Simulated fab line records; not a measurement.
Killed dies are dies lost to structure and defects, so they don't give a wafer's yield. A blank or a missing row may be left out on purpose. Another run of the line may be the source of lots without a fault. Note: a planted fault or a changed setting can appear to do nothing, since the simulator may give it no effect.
fab line records + flow n5-finfet + part 2 of 2: steps 25 to 34 of 34
record:
- lots: 5
- wafers: 15
- last-day: 17
route steps=1938 shown BEOL_M0@728 BEOL_M1@751
lots that met no fault: taken from a fault-free run of the same line
start-h: start of the lot's first displayed wafer, in hours after the record's first day + wait-h: hours from the lot's prior step to this one + " same as the row above + L1.1+2: one row covering several wafers at once + - no value, or no start was given + * or withheld: withheld + < > ~ a bound
route shown NAME@n: a module of which the file shows steps, and the number in the route of the first + usual: the fault-free wafers' mean and standard deviation + same: alike in all rows + chamber/n: place in a boat + sites: each site's reading + _std_site: the values' standard deviation + _edge_site: mean of outer sites minus mean of inner sites + radius-mm: how far each site lies from the wafer's centre + mask NAME#n: copy n + behind: the last tool/chamber to shape the wafer + hold: cause of the lot's hold/its duration in hours/its outcome + device: names the non-switching transistor (n, p or np) + end of line: at the end of the route, the tests of the same wafers + a step given without rows: its recipe and nothing more + killed: count of dies lost to structure and defects at first sort (not the wafer's yield) + map: dies across one wafer; x = killed, . = not, _ = none there
set.NAME: the run value of the setting; set.NAME@STEP: its run value at that earlier step + model.NAME: the simulator's own value behind a step, which no gauge read
lots at selected steps of the route; one table per step, one row per wafer
services: from which hour (start-h, from the record's first day; less than 0 if before it) a tool's chamber was out of use, for how many hours, and why
== steps ==
step: N5_BEOL_M1_PECVD_72
recipe:
- material: SiO2
- target-thk-a: 160
- temp-c: 400
- precursor: TEOS/O2
- pressure-torr: 5.5
- rf-w: 450
- teos-flow-sccm: 53.8
- gas: O2
- flow-sccm: 3000
- time-s: 18
usual:
- heater-power-w: 680/69
- showerhead-plenum-p-Torr: 8.80/0.069
- throttle-valve-pct: 22.5/1
| lot.wafer | tool     | chamber | start-h | wait-h | heater-power-w | showerhead-plenum-p-Torr | throttle-valve-pct |
|-----------|----------|---------|---------|--------|----------------|--------------------------|--------------------|
| L080.2    | pecvd-02 | 0       | 156.04  | 0.0    | 831            | 8.91                     | 22.2               |
| L080.5    | "        | 0       | "       | "      | 806            | 8.92                     | 22.4               |
| L080.6    | "        | 2       | "       | "      | 741            | 8.77                     | 20.8               |
| L093.2    | pecvd-02 | 1       | 231.65  | 0.0    | 751            | 8.77                     | 21.5               |
| L093.3    | "        | 2       | "       | "      | 715            | 8.78                     | 20.5               |
| L093.5    | "        | 1       | "       | "      | 754            | 8.76                     | 21.8               |
| L092.2    | pecvd-04 | 0       | 232.08  | 0.0    | 641            | 8.80                     | 23.1               |
| L092.4    | "        | 2       | "       | "      | 604            | 8.86                     | 22.5               |
| L092.5    | "        | 0       | "       | "      | 649            | 8.81                     | 23.0               |
| L096.2    | pecvd-02 | 0       | 258.16  | 0.0    | 786            | 8.89                     | 22.6               |
| L096.4    | "        | 2       | "       | "      | 779            | 8.76                     | 20.8               |
| L096.6    | "        | 1       | "       | "      | 654            | 8.76                     | 21.6               |
| L097.1    | pecvd-02 | 0       | 258.36  | 0.0    | 835            | 8.90                     | 22.6               |
| L097.2    | "        | 1       | "       | "      | 691            | 8.76                     | 21.8               |
| L097.5    | "        | 1       | "       | "      | 684            | 8.76                     | 21.4               |
step: N5_BEOL_M1_HM_DEP_02
recipe:
- material: TiN
- target-thk-a: 200
- temp-c: 25
- chamber-pressure-pa: 0.49996
usual:
- throttle-valve-pct: 29.5/0.83
| lot.wafer | tool           | chamber | start-h | wait-h | throttle-valve-pct |
|-----------|----------------|---------|---------|--------|--------------------|
| L080.2    | pvd-sputter-01 | -       | 156.66  | 0.6    | 28.8               |
| L080.5    | "              | -       | "       | "      | 29.0               |
| L080.6    | "              | -       | "       | "      | 27.8               |
| L093.2    | pvd-sputter-01 | -       | 232.29  | 0.6    | 31.6               |
| L093.3    | "              | -       | "       | "      | 29.0               |
| L093.5    | "              | -       | "       | "      | 29.0               |
| L092.2    | pvd-sputter-03 | -       | 233.71  | 1.6    | 29.7               |
| L092.4    | "              | -       | "       | "      | 30.4               |
| L092.5    | "              | -       | "       | "      | 30.1               |
| L096.2    | pvd-sputter-03 | -       | 258.81  | 0.6    | 29.4               |
| L096.4    | "              | -       | "       | "      | 29.0               |
| L096.6    | "              | -       | "       | "      | 30.2               |
| L097.1    | pvd-sputter-03 | -       | 258.91  | 0.5    | 29.7               |
| L097.2    | "              | -       | "       | "      | 30.1               |
| L097.5    | "              | -       | "       | "      | 29.3               |
step: N5_BEOL_M1_COAT_61
recipe:
- resist: SOC
- temp-c: 250
- time-s: 60
- spin-rpm: 1500
- resist-thk-nm: 60
usual:
- exhaust-pa: 45.0/0.81
| lot.wafer | tool           | chamber | start-h | wait-h | exhaust-pa |
|-----------|----------------|---------|---------|--------|------------|
| L080.2    | litho-track-01 | 0       | 156.79  | 0.1    | 46.1       |
| L080.5    | "              | 0       | "       | "      | 44.8       |
| L080.6    | "              | 0       | "       | "      | 44.9       |
| L093.2    | litho-track-01 | 0       | 232.42  | 0.1    | 45.0       |
| L093.3    | "              | 0       | "       | "      | 44.1       |
| L093.5    | "              | 0       | "       | "      | 43.9       |
| L092.2    | litho-track-01 | 0       | 233.84  | 0.1    | 44.7       |
| L092.4    | "              | 0       | "       | "      | 44.9       |
| L092.5    | "              | 0       | "       | "      | 44.9       |
| L096.2    | litho-track-03 | 0       | 258.93  | 0.1    | 47.0       |
| L096.4    | "              | 0       | "       | "      | 44.8       |
| L096.6    | "              | 0       | "       | "      | 45.5       |
| L097.1    | litho-track-01 | 0       | 259.05  | 0.1    | 44.6       |
| L097.2    | "              | 0       | "       | "      | 43.9       |
| L097.5    | "              | 0       | "       | "      | 44.1       |
step: N5_BEOL_M1_COAT_62
recipe:
- resist: SiARC
- temp-c: 220
- time-s: 60
- spin-rpm: 1500
- resist-thk-nm: 12
usual:
- exhaust-pa: 45.1/0.97
| lot.wafer | tool           | chamber | start-h | wait-h | exhaust-pa |
|-----------|----------------|---------|---------|--------|------------|
| L080.2    | litho-track-01 | 0       | -       | -      | 46.9       |
| L080.5    | "              | 0       | "       | "      | 47.2       |
| L080.6    | "              | 0       | "       | "      | 47.4       |
| L093.2    | litho-track-01 | 0       | -       | -      | 45.4       |
| L093.3    | "              | 0       | "       | "      | 45.9       |
| L093.5    | "              | 0       | "       | "      | 44.7       |
| L092.2    | litho-track-01 | 0       | -       | -      | 46.2       |
| L092.4    | "              | 0       | "       | "      | 46.0       |
| L092.5    | "              | 0       | "       | "      | 46.0       |
| L096.2    | litho-track-03 | 0       | -       | -      | 46.2       |
| L096.4    | "              | 0       | "       | "      | 45.9       |
| L096.6    | "              | 0       | "       | "      | 46.9       |
| L097.1    | litho-track-01 | 0       | -       | -      | 45.3       |
| L097.2    | "              | 0       | "       | "      | 45.2       |
| L097.5    | "              | 0       | "       | "      | 46.5       |
step: N5_BEOL_M1_COAT_73
recipe:
- resist: underlayer
- temp-c: 205
- time-s: 60
- spin-rpm: 1500
- resist-thk-nm: 5
usual:
- exhaust-pa: 45.0/0.93
| lot.wafer | tool           | chamber | start-h | wait-h | exhaust-pa |
|-----------|----------------|---------|---------|--------|------------|
| L080.2    | litho-track-01 | 0       | -       | -      | 44.6       |
| L080.5    | "              | 0       | "       | "      | 46.0       |
| L080.6    | "              | 0       | "       | "      | 47.1       |
| L093.2    | litho-track-01 | 0       | -       | -      | 45.2       |
| L093.3    | "              | 0       | "       | "      | 45.4       |
| L093.5    | "              | 0       | "       | "      | 45.6       |
| L092.2    | litho-track-01 | 0       | -       | -      | 45.2       |
| L092.4    | "              | 0       | "       | "      | 45.9       |
| L092.5    | "              | 0       | "       | "      | 44.9       |
| L096.2    | litho-track-03 | 0       | -       | -      | 46.0       |
| L096.4    | "              | 0       | "       | "      | 45.5       |
| L096.6    | "              | 0       | "       | "      | 44.6       |
| L097.1    | litho-track-01 | 0       | -       | -      | 45.5       |
| L097.2    | "              | 0       | "       | "      | 45.2       |
| L097.5    | "              | 0       | "       | "      | 45.5       |
step: N5_BEOL_M1_COAT_05
recipe:
- resist: CAR-EUV
- spin-rpm: 1500
- resist-thk-nm: 30
usual:
- exhaust-pa: 45.0/1
| lot.wafer | tool           | chamber | start-h | wait-h | exhaust-pa |
|-----------|----------------|---------|---------|--------|------------|
| L080.2    | litho-track-01 | 0       | -       | -      | 45.1       |
| L080.5    | "              | 0       | "       | "      | 43.8       |
| L080.6    | "              | 0       | "       | "      | 45.4       |
| L093.2    | litho-track-01 | 0       | -       | -      | 45.2       |
| L093.3    | "              | 0       | "       | "      | 46.1       |
| L093.5    | "              | 0       | "       | "      | 45.8       |
| L092.2    | litho-track-01 | 0       | -       | -      | 47.7       |
| L092.4    | "              | 0       | "       | "      | 46.2       |
| L092.5    | "              | 0       | "       | "      | 45.9       |
| L096.2    | litho-track-03 | 0       | -       | -      | 45.4       |
| L096.4    | "              | 0       | "       | "      | 45.7       |
| L096.6    | "              | 0       | "       | "      | 45.8       |
| L097.1    | litho-track-01 | 0       | -       | -      | 45.1       |
| L097.2    | "              | 0       | "       | "      | 45.9       |
| L097.5    | "              | 0       | "       | "      | 46.1       |
step: N5_BEOL_M1_EBR_07
recipe:
- solvent: PGMEA
- ebr-width-mm: 1.5
usual:
- exhaust-pa: 44.8/0.93
same:
- ebr-width-mm: 1.5
| lot.wafer | tool           | chamber | start-h | wait-h | exhaust-pa |
|-----------|----------------|---------|---------|--------|------------|
| L080.2    | litho-track-01 | 0       | -       | -      | 44.0       |
| L080.5    | "              | 0       | "       | "      | 43.8       |
| L080.6    | "              | 0       | "       | "      | 44.1       |
| L093.2    | litho-track-01 | 0       | -       | -      | 43.5       |
| L093.3    | "              | 0       | "       | "      | 44.1       |
| L093.5    | "              | 0       | "       | "      | 42.1       |
| L092.2    | litho-track-01 | 0       | -       | -      | 45.3       |
| L092.4    | "              | 0       | "       | "      | 45.2       |
| L092.5    | "              | 0       | "       | "      | 44.8       |
| L096.2    | litho-track-03 | 0       | -       | -      | 43.2       |
| L096.4    | "              | 0       | "       | "      | 45.0       |
| L096.6    | "              | 0       | "       | "      | 45.7       |
| L097.1    | litho-track-01 | 0       | -       | -      | 44.3       |
| L097.2    | "              | 0       | "       | "      | 44.3       |
| L097.5    | "              | 0       | "       | "      | 44.9       |
step: N5_BEOL_M1_SOFTBAKE_06
recipe:
- temp-c: 110
- time-s: 60
- resist: CAR-EUV
usual:
- exhaust-pa: 45.0/0.83
| lot.wafer | tool           | chamber | start-h | wait-h | exhaust-pa |
|-----------|----------------|---------|---------|--------|------------|
| L080.2    | litho-track-01 | 0       | -       | -      | 45.6       |
| L080.5    | "              | 0       | "       | "      | 45.1       |
| L080.6    | "              | 0       | "       | "      | 44.6       |
| L093.2    | litho-track-01 | 0       | -       | -      | 44.5       |
| L093.3    | "              | 0       | "       | "      | 44.2       |
| L093.5    | "              | 0       | "       | "      | 44.8       |
| L092.2    | litho-track-01 | 0       | -       | -      | 44.8       |
| L092.4    | "              | 0       | "       | "      | 44.8       |
| L092.5    | "              | 0       | "       | "      | 44.3       |
| L096.2    | litho-track-03 | 0       | -       | -      | 45.0       |
| L096.4    | "              | 0       | "       | "      | 46.1       |
| L096.6    | "              | 0       | "       | "      | 43.9       |
| L097.1    | litho-track-01 | 0       | -       | -      | 46.2       |
| L097.2    | "              | 0       | "       | "      | 44.8       |
| L097.5    | "              | 0       | "       | "      | 45.7       |
step: N5_BEOL_M1_EXPOSE_08
recipe:
- mask-id: M1
- na: 0.33
- source-shape: dipole
- sigma-inner: 0.369
- sigma-outer: 0.767
- polarization: unpolarized
- dose-mj: 33
usual:
- stage-msd-nm: 0.81/0.049
same:
- na: 0.33
- sigma-inner: 0.369
| lot.wafer | tool           | chamber | start-h | wait-h | mask | stage-msd-nm |
|-----------|----------------|---------|---------|--------|------|--------------|
| L080.2    | euv-scanner-02 | 0       | 157.05  | -      | M1#0 | 0.86         |
| L080.5    | "              | 0       | "       | "      | M1#0 | 0.86         |
| L080.6    | "              | 0       | "       | "      | M1#0 | 0.86         |
| L093.2    | euv-scanner-02 | 0       | 232.56  | -      | M1#0 | 0.85         |
| L093.3    | "              | 0       | "       | "      | M1#0 | 0.85         |
| L093.5    | "              | 0       | "       | "      | M1#0 | 0.85         |
| L092.2    | euv-scanner-01 | 0       | 234.11  | -      | M1#0 | 0.77         |
| L092.4    | "              | 0       | "       | "      | M1#0 | 0.77         |
| L092.5    | "              | 0       | "       | "      | M1#0 | 0.78         |
| L096.2    | euv-scanner-02 | 0       | 259.20  | -      | M1#0 | 0.85         |
| L096.4    | "              | 0       | "       | "      | M1#0 | 0.85         |
| L096.6    | "              | 0       | "       | "      | M1#0 | 0.85         |
| L097.1    | euv-scanner-02 | 0       | 259.23  | -      | M1#0 | 0.85         |
| L097.2    | "              | 0       | "       | "      | M1#0 | 0.85         |
| L097.5    | "              | 0       | "       | "      | M1#0 | 0.85         |
step: N5_BEOL_M1_PEB_09
recipe:
- peb-temp-c: 100
- peb-time-s: 60
- resist: CAR-EUV
usual:
- exhaust-pa: 45.0/0.87
| lot.wafer | tool           | chamber | start-h | wait-h | exhaust-pa |
|-----------|----------------|---------|---------|--------|------------|
| L080.2    | litho-track-04 | 0       | 157.11  | 0.0    | 45.2       |
| L080.5    | "              | 0       | "       | "      | 45.9       |
| L080.6    | "              | 0       | "       | "      | 45.4       |
| L093.2    | litho-track-03 | 0       | 232.61  | 0.0    | 45.8       |
| L093.3    | "              | 0       | "       | "      | 47.5       |
| L093.5    | "              | 0       | "       | "      | 45.3       |
| L092.2    | litho-track-04 | 0       | 234.16  | 0.0    | 44.4       |
| L092.4    | "              | 0       | "       | "      | 44.5       |
| L092.5    | "              | 0       | "       | "      | 45.4       |
| L096.2    | litho-track-01 | 0       | 259.26  | 0.0    | 43.8       |
| L096.4    | "              | 0       | "       | "      | 45.4       |
| L096.6    | "              | 0       | "       | "      | 46.1       |
| L097.1    | litho-track-03 | 0       | 259.29  | 0.1    | 46.4       |
| L097.2    | "              | 0       | "       | "      | 44.1       |
| L097.5    | "              | 0       | "       | "      | 44.7       |
== services ==
| tool           | chamber | start-h | hours | kind           |
|----------------|---------|---------|-------|----------------|
| pecvd-02       | 1       | 130.79  | 14.1  | repair         |
| euv-scanner-02 | -       | 134.30  | 1.0   | pm             |
| cmp-03         | -       | 139.74  | 4.0   | pm             |
| ecd-cu-02      | -       | 146.93  | 1.7   | repair         |
| cvd-co-01      | -       | 148.84  | 0.6   | repair         |
| euv-scanner-01 | -       | 153.38  | 1.0   | pm             |
| pecvd-03       | -       | 158.28  | 0.6   | repair         |
| pecvd-02       | 0       | 159.04  | 18.5  | repair         |
| cmp-01         | -       | 171.22  | 0.3   | repair         |
| ecd-cu-01      | -       | 178.01  | 1.0   | repair         |
| ald-metal-01   | 2       | 181.99  | 29.3  | repair         |
| cmp-02         | -       | 184.44  | 0.7   | repair         |
| ald-metal-03   | 0       | 184.81  | 18.2  | repair         |
| pecvd-01       | -       | 187.97  | 2.8   | pm             |
| pecvd-03       | 1       | 189.22  | 5.5   | scheduled-down |
| euv-scanner-02 | -       | 189.49  | 0.5   | repair         |
| euv-scanner-02 | -       | 192.56  | 1.0   | pm             |
| euv-scanner-01 | -       | 209.53  | 1.0   | pm             |
| pecvd-04       | 2       | 218.76  | 5.5   | scheduled-down |
| ald-metal-01   | 3       | 228.46  | 3.6   | repair         |
| cmp-01         | -       | 229.66  | 4.0   | pm             |
| cvd-co-02      | -       | 240.62  | 0.5   | repair         |
| euv-scanner-02 | -       | 246.60  | 1.0   | pm             |
| ecd-cu-02      | -       | 255.17  | 0.2   | repair         |
